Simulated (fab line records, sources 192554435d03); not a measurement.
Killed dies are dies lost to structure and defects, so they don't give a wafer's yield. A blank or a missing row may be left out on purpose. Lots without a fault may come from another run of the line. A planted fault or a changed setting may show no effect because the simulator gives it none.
Split-lot experiment | flow n5_finfet | 7 lots, 21 wafers read, on a route of 1938 steps

THE SPLIT
At N5_BEOL_M0_SAQP_EXPOSE_37 (exposes mask M0 CUT1, target cd 30 nm), the setting dose_mj was moved away from the recipe's 44.75 on 9 of the 21 wafers read, by -5.6% to +7.3%. The other wafers ran this setting at the recipe's value.

FROM THE SPLIT TO THE READING: what the file shows between them, 2 steps
- N5_BEOL_M0_SAQP_PEB_38: peb time 60 s
- N5_BEOL_M0_SAQP_DEVELOP_39: develop time 30 s

THE READING
cd_nm, in nm, at N5_BEOL_M0_SAQP_CD_MEAS_40 (target cd 30 nm). Fault-free wafers of this fab line usually give 29.98 nm, standard deviation 0.22 nm.

wafer  | tool, chamber at the split | dose_mj as run | against the recipe | cd_nm, nm | against lot-mates on the recipe
L074.2 | euv_scanner-02, 0          | 44.75          | recipe             | 30.08     | -
L074.3 | euv_scanner-02, 0          | 44.75          | recipe             | 29.72     | -
L074.6 | euv_scanner-02, 0          | 44.75          | recipe             | 29.84     | -
L081.3 | euv_scanner-02, 0          | 47.74          | +6.7%              | 31.54     | +1.69
L081.4 | euv_scanner-02, 0          | 44.75          | recipe             | 29.85     | -
L081.6 | euv_scanner-02, 0          | 47.74          | +6.7%              | 31.68     | +1.83
L084.1 | euv_scanner-02, 0          | 44.75          | recipe             | 30.01     | -
L084.3 | euv_scanner-02, 0          | 44.75          | recipe             | 29.94     | -
L084.4 | euv_scanner-02, 0          | 43.81          | -2.1%              | 29.61     | -0.37
L087.1 | euv_scanner-01, 0          | 43.6           | -2.6%              | 29.54     | -0.18
L087.2 | euv_scanner-01, 0          | 44.75          | recipe             | 29.72     | -
L087.5 | euv_scanner-01, 0          | 43.6           | -2.6%              | 29.65     | -0.07
L090.2 | euv_scanner-01, 0          | 48             | +7.3%              | 31.55     | +1.29
L090.5 | euv_scanner-01, 0          | 48             | +7.3%              | 31.19     | +0.93
L090.6 | euv_scanner-01, 0          | 44.75          | recipe             | 30.26     | -
L091.1 | euv_scanner-02, 0          | 42.25          | -5.6%              | 28.54     | -1.50
L091.3 | euv_scanner-02, 0          | 42.25          | -5.6%              | 28.82     | -1.22
L091.6 | euv_scanner-02, 0          | 44.75          | recipe             | 30.04     | -
L093.2 | euv_scanner-01, 0          | 44.75          | recipe             | 29.82     | -
L093.3 | euv_scanner-01, 0          | 44.75          | recipe             | 29.87     | -
L093.4 | euv_scanner-01, 0          | 44.75          | recipe             | 29.71     | -

THE FIT
A straight line over all 21 wafers: cd_nm changes by +0.217 nm for each +1% of dose_mj; r = +0.97; the points scatter about the line by 0.19 nm.
The same after taking each lot's own level away (the mean of its wafers on the recipe; 21 wafers): +0.204 nm for each +1%; r = +0.95; scatter 0.25 nm.
On that fit, the largest move of dose_mj shifts the reading by 1.5 nm.
The lots' own levels span 29.720 to 30.260 nm, that is 2.5 times the standard deviation above.
So the lot-to-lot level changes the slope little: the two slopes agree.
Check: with one of the wafers moved furthest among these (+7.3%) left out of the fit, the line predicts +1.56 nm for it against its lot-mates. It came out at +1.29 nm against them.

THE WHOLE CHAIN: every reading that the file lists as answering this split, in the file's order
step                        | what it does                                                           | reading                                                             | change (the file's fit)               | r (the file's)
N5_BEOL_M0_SAQP_CD_MEAS_40  | target cd 30 nm                                                        | cd_nm                                                               | +0.204 nm for each +1% of the setting | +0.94
N5_BEOL_M0_SAQP_DESCUM_45   | chemistry O2, time 7 s                                                 | BEOL_M0_SAQP.cd_nm (the simulator's own value, which no gauge read) | +0.195 nm for each +1% of the setting | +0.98
N5_BEOL_M0_SAQP_ETCH_88     | etches underlayer in N2/H2, target depth 6.5 nm, time 5.2 s            | BEOL_M0_SAQP.cd_nm (the simulator's own value, which no gauge read) | +0.179 nm for each +1% of the setting | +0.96
N5_BEOL_M0_SAQP_CUT_ETCH_46 | etches SOC in N2/H2, target depth 135 nm, overetch 27 nm, time 202.5 s | BEOL_M0_SAQP.cd_nm (the simulator's own value, which no gauge read) | +0.156 nm for each +1% of the setting | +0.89

THE FILE'S OWN FIT
cd_nm changes by +0.204 nm for each +1% of dose_mj, r = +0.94.
